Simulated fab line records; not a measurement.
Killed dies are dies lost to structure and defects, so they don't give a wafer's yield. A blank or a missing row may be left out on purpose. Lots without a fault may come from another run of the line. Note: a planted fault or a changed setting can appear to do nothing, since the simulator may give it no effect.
fab line records	flow n5Finfet
[record] lots = 11	wafers = 32	lastDay = 17
route steps=1938 shown BEOL_M14@1764 TV_OPEN@1887 PASSIVATION@1930
lots that met no fault: taken from a fault-free run of the same line
startH: hours from the record's opening day to when the first of the lot's shown wafers began	waitH: time in hours since the lot's previous step	" repeats the value in the row above	L1.1+2: one row covering several wafers at once	- no value, or no start given	* or withheld: withheld	< > ~ a bound
route shown NAME@n: NAME is a module with steps in the file, n the number in the route of the first one	usual: mean and standard deviation over wafers with no fault	same: alike in all rows	chamber/n: place in a boat	sites: readings site by site	_std_site: how widely they spread, as a standard deviation	_edge_site: mean of outer sites minus mean of inner sites	radiusMm: how far each site lies from the wafer's centre	mask NAME#n: copy n	behind: the most recent tool/chamber to have shaped the wafer	hold: reason for holding the lot/hours on hold/outcome of the hold	device: the n, p or np transistor that did not switch	end of line: the route-end tests of the same wafers	a step with no rows: only its recipe	killed: at the first sort, the dies lost to defects and structure; wafer yield is something else	map: the dies of a wafer, with x for killed, . for not killed, _ for no die there
set.NAME: the run value of the setting; set.NAME@STEP: its run value at that earlier step	model.NAME: the simulator's own value behind a step, which no gauge read
one table for each step of the route and one row for each wafer, over a sample of lots
services: a tool's chamber out of use, with start hour (startH, from the record's first day; less than 0 if before it), hours out, and reason
[[steps]]
[step N5_BEOL_M14_SPUTTER_45]
[recipe] material = Cu	targetThkA = 1000	tempC = -20	biasV = 60	powerW = 26000	chamberPressurePa = 0.13	timeS = 16.67
[usual] substrateTempC = -20.00/0.11	throttleValvePct = 29.9/1.1
[same] timeS = 16.67
lot.wafer	tool	chamber	startH	waitH	substrateTempC	throttleValvePct
L125.1	pvdSputter-01	-	247.81	0.0	-19.94	30.2
L125.5	"	-	"	"	-19.91	29.9
L125.6	"	-	"	"	-20.00	30.0
L127.3	pvdSputter-02	-	280.05	0.0	-19.97	29.6
L127.5	"	-	"	"	-19.97	29.4
L130.2	pvdSputter-02	-	284.97	0.0	-19.83	29.6
L130.3	"	-	"	"	-20.14	28.7
L130.6	"	-	"	"	-19.89	29.6
L131.3	pvdSputter-02	-	296.84	0.0	-19.84	28.8
L131.5	"	-	"	"	-19.96	29.4
L131.6	"	-	"	"	-20.11	31.4
L134.1	pvdSputter-02	-	302.73	0.0	-19.81	29.5
L134.2	"	-	"	"	-20.04	28.8
L134.3	"	-	"	"	-19.97	31.4
L133.1	pvdSputter-03	-	326.04	0.0	-20.17	29.8
L133.4	"	-	"	"	-20.15	28.5
L133.5	"	-	"	"	-19.97	28.7
L139.3	pvdSputter-02	-	349.03	0.0	-20.02	31.0
L139.4	"	-	"	"	-19.77	29.7
L139.5	"	-	"	"	-19.88	29.7
L140.2	pvdSputter-03	-	349.20	0.0	-20.03	28.5
L140.3	"	-	"	"	-19.94	31.7
L140.5	"	-	"	"	-20.15	28.5
L138.1	pvdSputter-02	-	351.87	0.0	-20.14	29.5
L138.2	"	-	"	"	-20.17	29.6
L138.5	"	-	"	"	-19.77	31.5
L141.2	pvdSputter-02	-	352.19	0.0	-19.94	29.8
L141.5	"	-	"	"	-20.06	31.5
L141.6	"	-	"	"	-20.06	28.9
L148.1	pvdSputter-03	-	401.29	0.0	-20.12	29.7
L148.3	"	-	"	"	-19.93	28.6
L148.6	"	-	"	"	-20.00	29.5
[step N5_PASSIVATION_PASS_ETCH_74]
[recipe] chemistry = CF4/O2	target = SiNx	targetDepthA = 2200	timeS = 110	ionEnergyEv = 100	pressureMtorr = 40	sourceW = 535	biasW = 49	Ar_flow_sccm = 100	cf4FlowSccm = 100	O2_flow_sccm = 10
[usual] drypumpMotorCurrentA = 5.5/0.39	oes_o_777_au = 0.83/0.082	oesProductAu = 0.82/0.082	rfVppV = 244/7.2	showerheadPlenumPTorr = 2.20/0.066	throttleValvePct = 16.01/0.2
[same] timeS = 110
lot.wafer	tool	chamber	startH	waitH	drypumpMotorCurrentA	oes_o_777_au	oesProductAu	rfHoursCounterH	rfVppV	showerheadPlenumPTorr	throttleValvePct
L125.1	rieDiel-06	1	263.18	0.0	5.4	0.81	0.83	86	243	2.15	16.22
L125.5	"	2	"	"	6.1	0.76	0.76	-	244	2.20	16.04
L125.6	"	1	"	"	5.4	0.81	0.83	-	243	2.15	16.22
L127.3	rieDiel-06	2	293.23	0.0	6.1	0.75	0.76	163	245	2.19	16.05
L127.5	"	2	"	"	6.1	0.74	0.75	-	244	2.19	16.05
L130.2	rieDiel-02	2	299.39	0.0	5.8	0.92	0.89	48	237	2.15	15.63
L130.3	"	3	"	"	5.7	0.86	0.84	77	242	2.31	16.20
L130.6	"	3	"	"	5.7	0.85	0.84	-	242	2.31	16.19
L131.3	rieDiel-04	2	311.38	0.0	5.7	0.71	0.70	203	237	2.10	16.06
L131.5	"	2	"	"	5.7	0.71	0.70	-	238	2.10	16.06
L131.6	"	3	"	"	5.4	0.71	0.71	-	237	2.27	16.24
L134.1	rieDiel-04	0	313.68	0.0	5.6	0.83	0.80	90	250	2.16	15.96
L134.2	"	2	"	"	5.7	0.71	0.69	204	235	2.10	16.06
L134.3	"	3	"	"	5.4	0.71	0.70	236	237	2.27	16.25
L133.1	rieDiel-06	3	342.91	0.0	5.2	0.80	0.80	82	254	2.31	15.76
L133.4	"	1	"	"	5.5	0.79	0.80	109	245	2.14	16.25
L133.5	"	1	"	"	5.4	0.79	0.81	-	244	2.14	16.26
L139.3	rieDiel-06	2	366.41	0.0	6.1	0.73	0.74	181	244	2.19	16.10
L139.4	"	1	"	"	5.4	0.78	0.81	117	243	2.14	16.30
L139.5	"	0	"	"	5.6	0.70	0.71	-	237	2.27	16.14
L140.2	rieDiel-04	2	366.41	0.0	5.7	0.70	0.68	218	238	2.10	16.11
L140.3	"	0	"	"	5.6	0.81	0.78	106	248	2.15	16.00
L140.5	"	1	"	"	5.0	0.87	0.87	-	253	2.15	15.82
L138.1	rieDiel-06	2	372.56	0.0	6.1	0.74	0.74	182	244	2.19	16.09
L138.2	"	1	"	"	5.4	0.78	0.80	118	242	2.14	16.29
L138.5	"	1	"	"	5.4	0.78	0.80	-	242	2.14	16.29
L141.2	rieDiel-02	1	374.25	0.0	6.0	0.96	0.97	4	257	2.18	15.83
L141.5	"	0	"	"	4.8	0.88	0.89	-	247	2.18	16.02
L141.6	"	3	"	"	5.7	0.84	0.80	-	242	2.30	16.24
L148.1	rieDiel-02	3	412.37	0.0	5.7	0.82	0.80	113	240	2.30	16.27
L148.3	"	2	"	"	5.8	0.86	0.84	83	236	2.14	15.71
L148.6	"	0	"	"	4.8	0.87	0.87	-	245	2.18	16.07
[step N5_PASSIVATION_ETCH_54]
[recipe] chemistry = CHF3/O2	target = SiO2	targetDepthA = 8800	CHF3_flow_sccm = 50	O2_flow_sccm = 5	Ar_flow_sccm = 200	timeS = 440	maskMaterial = PR	pressureMtorr = 30	sourceW = 650	biasW = 170	ionEnergyEv = 200
[usual] drypumpMotorCurrentA = 5.5/0.44	oes_o_777_au = 0.82/0.074	oesProductAu = 0.81/0.068	rfVppV = 525/16	showerheadPlenumPTorr = 2.46/0.09	throttleValvePct = 18.83/0.19
[same] timeS = 440
lot.wafer	tool	chamber	startH	waitH	drypumpMotorCurrentA	oes_o_777_au	oesProductAu	rfHoursCounterH	rfVppV	showerheadPlenumPTorr	throttleValvePct
L125.1	rieDiel-03	0	266.97	0.1	5.5	0.67	0.70	213	520	2.30	19.37
L125.5	"	2	"	"	6.0	0.85	0.85	-	539	2.55	18.63
L125.6	"	3	"	"	5.4	0.78	0.77	-	545	2.52	18.78
L127.3	rieDiel-03	1	300.05	0.1	5.0	0.85	0.85	42	534	2.56	18.77
L127.5	"	1	"	"	5.0	0.85	0.86	-	533	2.56	18.78
L130.2	rieDiel-01	0	304.52	0.1	5.8	0.84	0.84	58	516	2.46	18.91
L130.3	"	1	"	"	5.1	0.94	0.93	11	502	2.47	18.74
L130.6	"	1	"	"	5.0	0.94	0.93	-	500	2.47	18.76
L131.3	rieDiel-01	2	316.26	0.1	5.9	0.90	0.86	52	517	2.55	18.92
L131.5	"	1	"	"	5.0	0.93	0.92	-	499	2.46	18.78
L131.6	"	2	"	"	5.9	0.90	0.87	-	516	2.55	18.92
L134.1	rieDiel-01	0	317.35	0.1	5.8	0.83	0.84	63	518	2.46	18.94
L134.2	"	2	"	"	5.9	0.90	0.87	53	517	2.55	18.92
L134.3	"	3	"	"	5.6	0.73	0.73	163	530	2.41	18.71
L133.1	rieDiel-05	0	347.73	0.1	4.7	0.82	0.81	89	510	2.45	18.63
L133.4	"	1	"	"	5.6	0.77	0.75	165	551	2.30	18.91
L133.5	"	3	"	"	6.3	0.84	0.84	-	540	2.38	18.53
L139.3	rieDiel-01	1	370.52	0.1	5.0	0.90	0.87	35	498	2.46	18.79
L139.4	"	0	"	"	5.8	0.81	0.82	80	516	2.45	18.97
L139.5	"	3	"	"	5.6	0.72	0.72	-	529	2.40	18.73
L140.2	rieDiel-01	1	371.72	0.1	5.0	0.88	0.88	35	501	2.46	18.81
L140.3	"	0	"	"	5.8	0.80	0.82	81	518	2.45	18.96
L140.5	"	1	"	"	5.0	0.88	0.87	-	499	2.46	18.81
L138.1	rieDiel-01	0	376.60	0.1	5.8	0.81	0.81	83	516	2.45	18.96
L138.2	"	3	"	"	5.6	0.72	0.71	184	530	2.40	18.72
L138.5	"	2	"	"	5.9	0.87	0.84	-	517	2.54	18.97
L141.2	rieDiel-03	2	377.77	0.1	6.0	0.80	0.79	112	538	2.53	18.68
L141.5	"	1	"	"	5.0	0.81	0.82	-	533	2.55	18.82
L141.6	"	2	"	"	6.0	0.81	0.80	-	539	2.53	18.69
L148.1	rieDiel-03	0	416.66	0.1	5.5	0.89	0.94	10	528	2.57	18.97
L148.3	"	1	"	"	5.0	0.79	0.80	85	532	2.54	18.85
L148.6	"	0	"	"	5.5	0.90	0.95	-	527	2.57	18.95
[step N5_PASSIVATION_PROBE_49]
[usual] defectLimitedYield = 91.0/1.4	killed_at_M0_to_M3 = 35/10	killed_at_M4_up = 14/5.5	killedAtContacts = 13/5.6	killedAtFrontEnd = 41/11	killedAtOther = 4/3.4	killedDies = 106/16	killedOnRim = 13/4	killedOpen = 68/12	killedShort = 35/7.3	sort_bin_4_leakage = 0.3/2.1	sort_bin_5_function = 5.3/0.89	sort_bin_6_memory = 3.4/0.67	sort_bin_8_speed = 0.01/0.11	sortNPass = 1070/28	sortYieldPct = 90.7/2.4
[same] grossDies = 1180	killedAtBackSide = 0
lot.wafer	tool	chamber	startH	waitH	defectLimitedYield[%]	killed_at_M0_to_M3	killed_at_M4_up	killedAtContacts	killedAtFrontEnd	killedAtOther	killedDies	killedOnRim	killedOpen	killedShort	sort_bin_4_leakage[%]	sort_bin_5_function[%]	sort_bin_6_memory[%]	sort_bin_8_speed[%]	sortNPass	sortYieldPct[%]
L127.3	prober-01	-	303.50	0.1	90.0	39	10	25	42	2	118	12	82	35	0	6.3	3.4	0	1062	90.0
L127.5	prober-01	-	303.60	0.2	88.9	31	15	12	67	6	131	19	91	40	0	6.7	4.1	0	1049	88.9
L130.2	prober-02	-	307.37	0.1	89.9	17	21	11	66	4	119	14	66	45	0	5.9	3.1	0	1061	89.9
L130.3	prober-02	-	307.42	0.1	92.1	16	12	9	55	1	93	11	68	22	0	5.0	2.8	0	1087	92.1
L130.6	prober-02	-	307.57	0.3	89.3	26	13	17	63	7	126	24	66	48	0	5.3	4.4	0	1054	89.3
L131.3	prober-01	-	319.14	0.1	89.5	41	22	10	50	1	124	17	82	38	0	6.1	3.9	0	1056	89.5
L131.5	prober-01	-	319.24	0.2	88.4	43	11	5	68	10	137	21	83	51	0	6.9	4.2	0	1043	88.4
L131.6	prober-01	-	319.29	0.3	88.3	40	24	13	60	1	138	23	93	42	1.0	6.3	4.6	0	1030	87.3
L134.2	prober-01	-	320.72	0.1	91.2	39	23	11	30	1	104	12	76	24	0	5.6	3.1	0	1076	91.2
L139.3	prober-01	-	373.44	0.1	88.2	52	10	8	67	2	139	21	101	37	0	6.4	5.1	0	1041	88.2
L140.2	prober-01	-	374.55	0.1	90.3	44	18	17	32	3	114	18	74	34	0.1	6.4	3.0	0	1065	90.3
L140.3	prober-01	-	374.60	0.1	92.4	27	11	16	36	0	90	17	60	29	0	4.4	2.9	0	1090	92.4
L140.5	prober-01	-	374.70	0.2	92.5	38	11	14	26	0	89	8	54	32	0	4.2	3.1	0	1091	92.5
L138.1	prober-02	-	379.38	0.0	87.4	29	71	7	38	4	149	25	55	30	0	8.6	3.2	0	1031	87.4
L138.2	prober-02	-	379.43	0.1	90.8	31	12	14	51	1	109	19	60	44	0	5.9	2.6	0	1071	90.8
L138.5	prober-02	-	379.58	0.2	92.0	27	7	12	44	4	94	15	58	33	0	4.0	3.6	0	1086	92.0
L141.2	prober-02	-	380.61	0.1	82.3	54	76	24	49	6	209	36	92	51	0	11.1	5.2	0	971	82.3
L141.5	prober-02	-	380.76	0.2	89.8	56	13	16	31	4	120	20	74	39	0	5.8	3.5	0	1060	89.8
L141.6	prober-02	-	380.81	0.3	90.3	37	22	17	36	3	115	14	72	37	0	5.6	4.0	0	1065	90.3
L148.1	prober-02	-	419.53	0.0	92.7	28	13	13	31	1	86	8	54	30	0	4.1	3.1	0	1094	92.7
L148.3	prober-02	-	419.63	0.1	90.0	32	16	28	37	5	118	12	73	42	0	5.8	3.7	0	1062	90.0
L148.6	prober-02	-	419.78	0.3	91.9	28	21	8	34	4	95	11	67	27	0	4.7	2.9	0	1085	91.9
// killed by level:class
L127.3 MOL_CONTACT_COAG:geometricParticle:open=19 BEOL_M2:geometricParticle:open=12 STI_FIN_REVEAL:geometricParticle:open=11 BEOL_M3:geometricParticle:open=8 BEOL_M2:geometricParticle:short=7 FIN_SAQP:geometricParticle:short=6 MOL_CONTACT_COAG:geometricParticle:short=6 FIN_SAQP:geometricParticle:open=5
L127.5 STI_FIN_REVEAL:geometricParticle:open=25 FIN_SAQP:geometricParticle:short=10 BEOL_M2:geometricParticle:open=8 BEOL_M5:geometricParticle:open=8 FIN_SAQP:geometricParticle:open=7 DUMMY_GATE:geometricParticle:open=7 MOL_CONTACT_COAG:geometricParticle:open=7 BEOL_M0_SAQP:geometricParticle:open=7
L130.2 FIN_SAQP:geometricParticle:short=23 FIN_SAQP:geometricParticle:open=16 BEOL_M4:geometricParticle:open=13 MOL_CONTACT_COAG:geometricParticle:open=8 GATE_CUT:geometricParticle:open=6 HKMG_FIN:areaEtch=6 STI_FIN_REVEAL:geometricParticle:open=5 BEOL_M2:geometricParticle:open=5
L130.3 FIN_SAQP:geometricParticle:open=24 FIN_SAQP:geometricParticle:short=10 MOL_CONTACT_COAG:geometricParticle:open=8 BEOL_M0_SAQP:geometricParticle:open=5 STARTING-WAFER:geometricParticle:open=5 DUMMY_GATE:geometricParticle:open=4 BEOL_M2:geometricParticle:open=4 STI_FIN_REVEAL:geometricParticle:open=3
L130.6 FIN_SAQP:geometricParticle:short=12 MOL_CONTACT_COAG:geometricParticle:open=12 FIN_SAQP:geometricParticle:open=8 BEOL_M2:geometricParticle:open=8 HKMG_FIN:areaEtch=7 STI_FIN_REVEAL:geometricParticle:open=5 GATE_CUT:geometricParticle:short=5 MOL_CONTACT_COAG:geometricParticle:short=5
L131.3 FIN_SAQP:geometricParticle:open=17 BEOL_M0_SAQP:geometricParticle:open=13 BEOL_M4:geometricParticle:open=11 FIN_SAQP:geometricParticle:short=9 BEOL_M0_SAQP:geometricParticle:short=9 BEOL_M2:geometricParticle:open=9 MOL_CONTACT_COAG:geometricParticle:open=8 GATE_CUT:geometricParticle:short=4
L131.5 FIN_SAQP:geometricParticle:short=18 STI_FIN_REVEAL:geometricParticle:open=17 FIN_SAQP:geometricParticle:open=16 BEOL_M0_SAQP:geometricParticle:open=13 BEOL_M0_SAQP:geometricParticle:short=12 BEOL_M2:geometricParticle:open=9 BEOL_M4:geometricParticle:open=6 GATE_CUT:geometricParticle:short=5
L131.6 BEOL_M0_SAQP:geometricParticle:open=23 BEOL_M4:geometricParticle:open=15 FIN_SAQP:geometricParticle:open=13 FIN_SAQP:geometricParticle:short=12 MOL_CONTACT_COAG:geometricParticle:open=12 STI_FIN_REVEAL:geometricParticle:open=11 BEOL_M0_SAQP:geometricParticle:short=10 GATE_CUT:geometricParticle:open=7
L134.2 BEOL_M4:geometricParticle:open=13 MOL_CONTACT_COAG:geometricParticle:open=9 BEOL_M1:geometricParticle:open=8 FIN_SAQP:geometricParticle:open=7 BEOL_M3:geometricParticle:open=7 BEOL_M0_SAQP:geometricParticle:short=6 FIN_SAQP:geometricParticle:short=5 GATE_CUT:geometricParticle:open=5
L139.3 STI_FIN_REVEAL:geometricParticle:open=23 BEOL_M0_SAQP:geometricParticle:open=13 BEOL_M1:geometricParticle:open=11 BEOL_M2:geometricParticle:open=10 FIN_SAQP:geometricParticle:open=9 MOL_CONTACT_COAG:geometricParticle:open=8 ILD0:geometricParticle:open=7 BEOL_M0_SAQP:geometricParticle:short=7
L140.2 BEOL_M0_SAQP:geometricParticle:open=14 MOL_CONTACT_COAG:geometricParticle:open=13 BEOL_M0_SAQP:geometricParticle:short=11 STI_FIN_REVEAL:geometricParticle:open=10 BEOL_M2:geometricParticle:open=6 BEOL_M3:geometricParticle:open=6 BEOL_M4:geometricParticle:open=6 STI_FIN_REVEAL:geometricParticle:short=4
L140.3 MOL_CONTACT_COAG:geometricParticle:open=12 STI_FIN_REVEAL:geometricParticle:open=10 BEOL_M0_SAQP:geometricParticle:open=9 FIN_SAQP:geometricParticle:open=7 BEOL_M4:geometricParticle:open=6 BEOL_M0_SAQP:geometricParticle:short=5 FIN_SAQP:geometricParticle:short=4 MOL_CONTACT_COAG:geometricParticle:short=4
L140.5 MOL_CONTACT_COAG:geometricParticle:open=12 BEOL_M0_SAQP:geometricParticle:short=11 BEOL_M3:geometricParticle:open=10 GATE_CUT:geometricParticle:short=9 BEOL_M0_SAQP:geometricParticle:open=9 GATE_CUT:geometricParticle:open=4 FIN_CUT:geometricParticle:short=3 BEOL_M4:geometricParticle:open=3
L138.1 BEOL_M14:unspecified=62 FIN_SAQP:geometricParticle:short=11 BEOL_M1:geometricParticle:open=8 BEOL_M0_SAQP:geometricParticle:open=6 BEOL_M2:geometricParticle:open=6 DUMMY_GATE:geometricParticle:open=5 MOL_CONTACT_COAG:geometricParticle:open=5 STARTING-WAFER:geometricParticle:open=5
L138.2 GATE_CUT:geometricParticle:short=15 MOL_CONTACT_COAG:geometricParticle:open=11 STI_FIN_REVEAL:geometricParticle:open=9 BEOL_M0_SAQP:geometricParticle:open=7 FIN_SAQP:geometricParticle:short=6 FIN_SAQP:geometricParticle:open=5 BEOL_M0_SAQP:geometricParticle:short=5 BEOL_M2:geometricParticle:open=5
L138.5 GATE_CUT:geometricParticle:short=11 STI_FIN_REVEAL:geometricParticle:open=10 MOL_CONTACT_COAG:geometricParticle:open=8 DUMMY_GATE:geometricParticle:open=6 BEOL_M1:geometricParticle:open=5 STARTING-WAFER:geometricParticle:short=4 GATE_CUT:geometricParticle:open=4 BEOL_M0_SAQP:geometricParticle:short=4
L141.2 BEOL_M14:unspecified=61 BEOL_M0_SAQP:geometricParticle:short=19 MOL_CONTACT_COAG:geometricParticle:open=18 BEOL_M0_SAQP:geometricParticle:open=16 FIN_SAQP:geometricParticle:open=14 BEOL_M2:geometricParticle:open=13 FIN_SAQP:geometricParticle:short=9 BEOL_M4:geometricParticle:open=8
L141.5 BEOL_M0_SAQP:geometricParticle:short=20 MOL_CONTACT_COAG:geometricParticle:open=14 BEOL_M0_SAQP:geometricParticle:open=13 BEOL_M4:geometricParticle:open=7 BEOL_M1:geometricParticle:open=7 BEOL_M2:geometricParticle:open=7 DUMMY_GATE:geometricParticle:open=5 HKMG_FIN:areaEtch=5
L141.6 MOL_CONTACT_COAG:geometricParticle:open=15 BEOL_M0_SAQP:geometricParticle:open=11 BEOL_M2:geometricParticle:open=9 FIN_SAQP:geometricParticle:short=8 BEOL_M0_SAQP:geometricParticle:short=8 BEOL_M4:geometricParticle:open=7 STI_FIN_REVEAL:geometricParticle:open=6 FIN_SAQP:geometricParticle:open=4
L148.1 BEOL_M1:geometricParticle:open=11 DUMMY_GATE:geometricParticle:open=8 FIN_SAQP:geometricParticle:short=7 MOL_CONTACT_COAG:geometricParticle:open=7 STI_FIN_REVEAL:geometricParticle:open=5 MOL_CONTACT_COAG:geometricParticle:short=5 BEOL_M0_SAQP:geometricParticle:open=5 BEOL_M1:geometricParticle:short=4
L148.3 MOL_CONTACT_COAG:geometricParticle:open=22 BEOL_M0_SAQP:geometricParticle:short=11 FIN_SAQP:geometricParticle:short=9 BEOL_M4:geometricParticle:open=8 DUMMY_GATE:geometricParticle:open=7 BEOL_M0_SAQP:geometricParticle:open=7 FIN_SAQP:geometricParticle:open=6 MOL_CONTACT_COAG:geometricParticle:short=5
L148.6 BEOL_M4:geometricParticle:open=9 DUMMY_GATE:geometricParticle:open=8 STI_FIN_REVEAL:geometricParticle:open=7 MOL_CONTACT_COAG:geometricParticle:open=6 BEOL_M0_SAQP:geometricParticle:short=5 BEOL_M1:geometricParticle:open=5 BEOL_M2:geometricParticle:open=5 BEOL_M3:geometricParticle:open=5
[[services]]
tool	chamber	startH	hours	kind
rieDiel-04	2	228.08	2.4	repair
rieDiel-01	3	233.35	4.4	repair
rieDiel-05	2	248.24	5.7	repair
rieDiel-01	1	255.78	-	clean
rieDiel-01	1	255.78	-	consumableReplace:focusRing
rieDiel-01	1	255.78	26.3	scheduledDown
rieDiel-01	1	255.78	26.3	ventCycle
rieDiel-03	1	260.43	9.6	repair
rieDiel-03	3	273.20	6.0	repair
rieDiel-05	-	280.28	28.1	pm
rieDiel-06	2	299.45	8.1	repair
rieDiel-03	1	316.51	4.1	repair
pvdSputter-03	-	316.53	4.6	repair
rieDiel-06	0	337.05	4.8	repair
rieDiel-03	2	343.20	4.2	repair
rieDiel-03	0	353.85	-	clean
rieDiel-03	0	353.85	-	consumableReplace:focusRing
rieDiel-03	0	353.85	-	consumableReplace:showerhead
rieDiel-03	0	353.85	22.0	scheduledDown
pvdSputter-02	-	361.06	3.8	repair
rieDiel-04	2	388.56	11.7	repair
rieDiel-03	0	396.55	16.0	repair
pvdSputter-01	-	402.82	1.1	repair
rieDiel-04	2	413.21	6.7	repair
[[key]]
[firstSign] step = N5_PASSIVATION_PROBE_49	reading = killed_at_M4_up	direction = up	sigmas = 11	usual = 14	struck = 74
[effect] step = N5_PASSIVATION_PROBE_49	reading = defectLimitedYield	direction = down	sigmas = 4.5	usual = 91.0	struck = 84.8
[moreKillsBornAt] N5_BEOL_M14_SPUTTER_45@pvdSputter-02 = 123
metAt N5_BEOL_M14_SPUTTER_45
struckLots L138,L141
struckWafers L138.1,L141.2
notActingAt N5_PASSIVATION_PASS_ETCH_74,N5_PASSIVATION_ETCH_54
onsetBetween 296.84 351.87
[fault] kind = chamberParticleSource	tool = pvdSputter-02	chamber = -	onsetH = 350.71	steps = N5_BEOL_M14_SPUTTER_45	ratePerVisitCm2 = 0.42676	endH = 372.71	scope = struckWafersOnly
